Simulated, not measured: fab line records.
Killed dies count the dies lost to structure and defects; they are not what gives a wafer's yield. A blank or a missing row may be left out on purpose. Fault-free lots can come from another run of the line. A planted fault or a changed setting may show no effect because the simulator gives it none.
A lot that was struck, set against a sound lot    flow n5_finfet    13 out of 1938 route steps
Sound: these wafers, L608.2, L608.4, L608.5. Struck: wafers L619.3, L619.4, L619.6. Last of all comes the cause.
Order at every step that has rows: each side's tool, ch and its chambers, its first start. Under that, the readings that differ: sound wafers    struck wafers    difference of the means    sigmas: that difference in standard deviations of wafers without a fault.
alike: a reading whose means differ by less than 2 such deviations, as well as words and numbers matching on both sides. not compared: withheld readings; readings where some wafer has no value; bounds like >300 that might hide an equal value; numbers whose values overlap and for which the record gives no deviation.
A row with sigmas, a row that says differs or no value, or rows on one side alone: a step with any of these is where the two part. Numbers that have no deviation but don't overlap get no sigmas and don't part them. A reading that every wafer of one side lacks parts them only if that side has two wafers or more.

first, 9 steps without rows for these wafers: N5_BEOL_M4_EBR_24; N5_BEOL_M4_SOFTBAKE_23 (time 60 s); N5_BEOL_M4_EXPOSE_25 (exposes mask V3, defocus 5 nm); N5_BEOL_M4_PEB_26 (peb time 60 s); N5_BEOL_M4_DEVELOP_27 (develop time 30 s); N5_BEOL_M4_DESCUM_33 (chemistry O2, time 7 s); N5_BEOL_M4_ETCH_77 (etches underlayer in N2/H2, target depth 6.5 nm, time 5.2 s); N5_BEOL_M4_ETCH_69 (etches SiARC in CF4, target depth 15.6 nm, time 26 s); N5_BEOL_M4_ALD_98 (deposits SiO2, target thk 2.5 nm, pulse time 1 s, co reactant pulse time 1 s).
N5_BEOL_M4_ETCHBACK_99: etches SiO2 in CHF3, target depth 5 nm, time 10.4 s.
  sound on rie_diel-02 ch 1,2, day 9 22:48; struck on rie_diel-02 ch 0,2,3, day 12 13:46
  no value came back on the struck wafers for any of 7 readings (CHF3_flow_sccm (sccm), bias_w (W) and others); on the sound wafers CHF3_flow_sccm (sccm) reads 11.99 11.95 12.04
reading                                       sound           struck    difference  sigmas
model.CAR-EUV_of_BEOL_M4_COAT_22.thk_nm (nm)  10.4 10.6 10.6  11 11 11  +0          
  not compared: rf_hours_counter_h
then, 1 step without rows for these wafers: N5_BEOL_M4_ETCH_70 (etches SOC in N2/H2, target depth 80 nm, overetch 24 nm, time 130 s).
N5_BEOL_M4_RC_MEAS_101:
  the record has rows for the sound wafers here (prober-01 ch 0, day 10 03:54) and none for the struck ones
-- record jumps: 5 days separate the struck wafers' starts on either side; left off in module BEOL_M4, taken up again in module PASSIVATION, whose first shown step is the route's number 1936 --
N5_PASSIVATION_PROBE_49:
  sound on prober-02 at day 14 09:44; struck on prober-02 at day 17 14:05
reading                   sound           struck          difference  sigmas
defect_limited_yield (%)  88.7 89.8 88.7  0 0 0           -89         -59
killed_at_M4_up           21 10 18        1098 1112 1097  +1086       +99 or more
killed_at_front_end       60 56 61        34 24 27        -31         -3
killed_dies               133 120 133     1180 1180 1180  +1051       +58
killed_on_rim             25 15 12        152 152 152     +135        +34
sort_bin_5_function (%)   7.2 6.6 7.0     96.9 96.6 96.3  +89.7       +92
sort_n_pass               1047 1060 1047  0 0 0           -1051       -62
sort_yield_pct (%)        88.7 89.8 88.7  0 0 0           -89         -59
  alike: killed_at_M0_to_M3, killed_at_contacts, killed_at_other, killed_open, killed_short, sort_bin_6_memory

== WHERE THEY PART ==
Last at N5_PASSIVATION_PROBE_49 as far as this record goes, first at N5_BEOL_M4_ETCHBACK_99.

WHY: whatever the simulator had introduced
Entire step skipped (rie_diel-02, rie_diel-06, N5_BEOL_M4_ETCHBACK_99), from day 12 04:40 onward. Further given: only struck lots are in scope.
